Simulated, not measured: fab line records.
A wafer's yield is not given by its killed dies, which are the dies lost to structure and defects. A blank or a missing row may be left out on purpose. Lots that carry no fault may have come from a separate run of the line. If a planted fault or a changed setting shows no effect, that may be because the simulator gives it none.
Comparing a struck lot with a sound one / flow n5Finfet / 17 steps out of a route of 1938
Sound: the wafers L729.2, L729.4, L729.6. Struck: wafers L723.3, L723.4, L723.5. The cause comes at the end.
Each step with rows lists, per side, the tool, then ch with its chambers, then its first start. Under that, the readings that differ: sound wafers / struck wafers / difference of the means / sigmas: that difference in standard deviations of wafers without a fault.
alike: a reading whose means differ by less than 2 such deviations, as well as words and numbers matching on both sides. not compared: withheld readings; readings where some wafer has no value; bounds like >300 that might hide an equal value; numbers whose values overlap and for which the record gives no deviation.
Wherever a step has rows on one side only, a row that says differs or no value, or a row with sigmas, the two part there. When numbers do not overlap yet have no deviation, they are printed without sigmas and do not part them. A reading that every wafer of one side lacks parts them only if that side has two wafers or more.

first, 10 steps without rows for these wafers: N5_FIN_SAQP_ETCH_67 (etches SiNx in CH3F/O2, target depth 30 nm); N5_FIN_SAQP_STRIP_70 (strips in N2/H2); N5_FIN_SAQP_RECESS_71 (chemistry HF/NH3, target SiO2, target depth 3 nm, afs cycles 1, sublimation time 60 s); N5_FIN_SAQP_SPACER2_ALD_28 (deposits SiO2, target thk 8.1 nm, pulse time 1 s, purge time 2 s); N5_FIN_SAQP_SPACER2_ETCHBACK_29 (etches SiO2 in CHF3/O2, target depth 12.2 nm, time 6.1 s); N5_FIN_SAQP_MANDREL2_REMOVE_60 (chemistry HBr/Cl2/O2, target a-Si, stops on SiNx, bt time 10 s); N5_FIN_SAQP_HM_OPEN_33 (chemistry CH3F/O2, target SiNx, target depth 49.4 nm, time 70.6 s); N5_FIN_SAQP_ETCH_34 (etches SiO2 in C4F6/O2, target depth 45 nm, time 15 s); N5_FIN_SAQP_STRIP_77 (strips in N2/H2, time 90 s); N5_FIN_SAQP_ETCH_64 (etches SiO2 in CF4, target depth 1.5 nm).
N5_FIN_SAQP_FIN_ETCH_36: etches the open film in HBr/Cl2/O2, target depth 120 nm, time 50.4 s.
  sound on rieSi-05 ch 0,2, day 7 17:01; struck on rieSi-05 ch 0,2, day 6 02:59
  no value came back on the struck wafers for any of 7 readings (HBr_flow_sccm (sccm), O2_flow_sccm (sccm) and others); on the sound wafers HBr_flow_sccm (sccm) reads 150.0 150.2 150.5
reading=model.SiNx_of_FIN_SAQP_HM_DEP_03.thkNm (nm); sound=20.4 21.4 20.2; struck=32.6 32.8 32.6; difference=+12.0; sigmas=
  not compared: rfHoursCounterH
then, 1 step without rows for these wafers: N5_FIN_SAQP_PRECLEAN_38 (cleans in O3/DIW, time 45 s).
N5_FIN_SAQP_PRECLEAN_45: cleans in dHF, time 10 s.
  sound on wetBench-04 ch 3,6,7, day 7 17:11; struck on wetBench-04 ch 2,4,7, day 6 03:10
reading=model.SiNx_of_FIN_SAQP_HM_DEP_03.thkNm (nm); sound=20.2 21.4 20.2; struck=32.4 32.8 32.4; difference=+11.9; sigmas=
then, 1 step without rows for these wafers: N5_FIN_SAQP_SRD_39 (time 30 s).
N5_FIN_SAQP_OCD_MEAS_76:
  sound: ocd-01 at day 7 17:14; struck: ocd-01 at day 6 03:13
reading=trenchDepthNm (nm); sound=119.8 117.5 120.1; struck=0.7 0.2 0; difference=-118.8; sigmas=-79
N5_BEOL_M4_RC_MEAS_101:
  the record has rows for the sound wafers here (prober-01 ch 0, day 14 10:10) and none for the struck ones
-- here the record skips 11 days between the struck wafers' starts before and after, leaving off in module BEOL_M4 and picking up in module PASSIVATION (first step shown: number 1936 of the route) --
N5_PASSIVATION_PROBE_49:
  the record has rows for the struck wafers here (prober-01, day 17 12:32) and none for the sound ones

## WHERE THEY PART
At N5_FIN_SAQP_FIN_ETCH_36 first; at N5_PASSIVATION_PROBE_49 last (within this record only).

WHY: what had been put in by the simulator
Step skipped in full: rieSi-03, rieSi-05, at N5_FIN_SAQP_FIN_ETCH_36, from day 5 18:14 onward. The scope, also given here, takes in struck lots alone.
